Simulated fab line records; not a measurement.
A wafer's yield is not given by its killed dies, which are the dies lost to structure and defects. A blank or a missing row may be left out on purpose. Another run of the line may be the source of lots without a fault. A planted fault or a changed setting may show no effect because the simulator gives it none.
Matching of chambers || flow n5 finfet || 4 sister chambers for N5_BEOL_M12_TRENCH_ETCH_34 on rie diel-01
The step etches SiOC in C4F8/O2/Ar, target depth 318.95 nm, time 125.5 s. 14 wafers are shown with their chamber, then 7 later ones without.

## WAFERS, EACH WITH ITS CHAMBER
{"wafer": "L488.2", "chamber": 0, "drypump motor current A (A)": 5.76, "throttle valve pct (%)": 23.75, "showerhead plenum p Torr (Torr)": 3.57}
{"wafer": "L488.4", "chamber": 0, "drypump motor current A (A)": 5.75, "throttle valve pct (%)": 23.75, "showerhead plenum p Torr (Torr)": 3.57}
{"wafer": "L488.5", "chamber": 3, "drypump motor current A (A)": 5.48, "throttle valve pct (%)": 23.96, "showerhead plenum p Torr (Torr)": 3.35}
{"wafer": "L490.1", "chamber": 3, "drypump motor current A (A)": 5.49, "throttle valve pct (%)": 23.98, "showerhead plenum p Torr (Torr)": 3.35}
{"wafer": "L490.2", "chamber": 1, "drypump motor current A (A)": 5.50, "throttle valve pct (%)": 24.33, "showerhead plenum p Torr (Torr)": 3.52}
{"wafer": "L490.4", "chamber": 0, "drypump motor current A (A)": 5.73, "throttle valve pct (%)": 23.75, "showerhead plenum p Torr (Torr)": 3.57}
{"wafer": "L492.1", "chamber": 0, "drypump motor current A (A)": 5.74, "throttle valve pct (%)": 23.75, "showerhead plenum p Torr (Torr)": 3.57}
{"wafer": "L492.4", "chamber": 0, "drypump motor current A (A)": 5.74, "throttle valve pct (%)": 23.77, "showerhead plenum p Torr (Torr)": 3.57}
{"wafer": "L492.6", "chamber": 1, "drypump motor current A (A)": 5.48, "throttle valve pct (%)": 24.34, "showerhead plenum p Torr (Torr)": 3.51}
{"wafer": "L504.1", "chamber": 1, "drypump motor current A (A)": 5.50, "throttle valve pct (%)": 24.38, "showerhead plenum p Torr (Torr)": 3.50}
{"wafer": "L504.2", "chamber": 3, "drypump motor current A (A)": 5.50, "throttle valve pct (%)": 24.01, "showerhead plenum p Torr (Torr)": 3.33}
{"wafer": "L504.4", "chamber": 0, "drypump motor current A (A)": 5.73, "throttle valve pct (%)": 23.79, "showerhead plenum p Torr (Torr)": 3.55}
{"wafer": "L505.2", "chamber": 2, "drypump motor current A (A)": 5.69, "throttle valve pct (%)": 24.24, "showerhead plenum p Torr (Torr)": 3.48}
{"wafer": "L505.4", "chamber": 3, "drypump motor current A (A)": 5.50, "throttle valve pct (%)": 24.02, "showerhead plenum p Torr (Torr)": 3.33}

SIGNATURES (means of the wafers above)
{"reading": "drypump motor current A", "chamber 0": 5.7417, "chamber 1": 5.4933, "chamber 2": 5.6900, "chamber 3": 5.4925, "scatter within a chamber": 0.0111}
{"reading": "throttle valve pct", "chamber 0": 23.7600, "chamber 1": 24.3500, "chamber 2": 24.2400, "chamber 3": 23.9925, "scatter within a chamber": 0.0225}
{"reading": "showerhead plenum p Torr", "chamber 0": 3.5667, "chamber 1": 3.5100, "chamber 2": 3.4800, "chamber 3": 3.3400, "scatter within a chamber": 0.00966}
Rule: distance of a wafer from a chamber = root of the sum over the readings of ((wafer's reading minus chamber's mean) / reading's scatter) squared. If the next closest chamber is less than 2 further off than the closest, the wafer can't be placed; otherwise it belongs to the closest. The scatter: the root of (the sum of the squares of (reading less its chamber's mean) over the shown wafers, divided by (wafers less chambers)).

## WAFERS WITH NO CHAMBER GIVEN
{"wafer": "L505.5", "drypump motor current A (A)": 5.47, "throttle valve pct (%)": 24.38, "showerhead plenum p Torr (Torr)": 3.50}
{"wafer": "L506.2", "drypump motor current A (A)": 5.73, "throttle valve pct (%)": 23.80, "showerhead plenum p Torr (Torr)": 3.55}
{"wafer": "L506.4", "drypump motor current A (A)": 5.66, "throttle valve pct (%)": 24.24, "showerhead plenum p Torr (Torr)": 3.48}
{"wafer": "L506.6", "drypump motor current A (A)": 5.68, "throttle valve pct (%)": 24.26, "showerhead plenum p Torr (Torr)": 3.48}
{"wafer": "L508.1", "drypump motor current A (A)": 5.48, "throttle valve pct (%)": 24.39, "showerhead plenum p Torr (Torr)": 3.49}
{"wafer": "L508.3", "drypump motor current A (A)": 5.49, "throttle valve pct (%)": 24.04, "showerhead plenum p Torr (Torr)": 3.32}
{"wafer": "L508.6", "drypump motor current A (A)": 5.49, "throttle valve pct (%)": 24.39, "showerhead plenum p Torr (Torr)": 3.49}

## EACH ONE'S CHAMBER
{"wafer": "L505.5", "from the rows above": 1, "in truth": 1}
{"wafer": "L506.2", "from the rows above": 0, "in truth": 0}
{"wafer": "L506.4", "from the rows above": 2, "in truth": 2}
{"wafer": "L506.6", "from the rows above": 2, "in truth": 2}
{"wafer": "L508.1", "from the rows above": 1, "in truth": 1}
{"wafer": "L508.3", "from the rows above": 3, "in truth": 3}
{"wafer": "L508.6", "from the rows above": 1, "in truth": 1}
Correct placement for 7 of the 7. Not placeable from these rows: 0. Wrongly placed: 0.
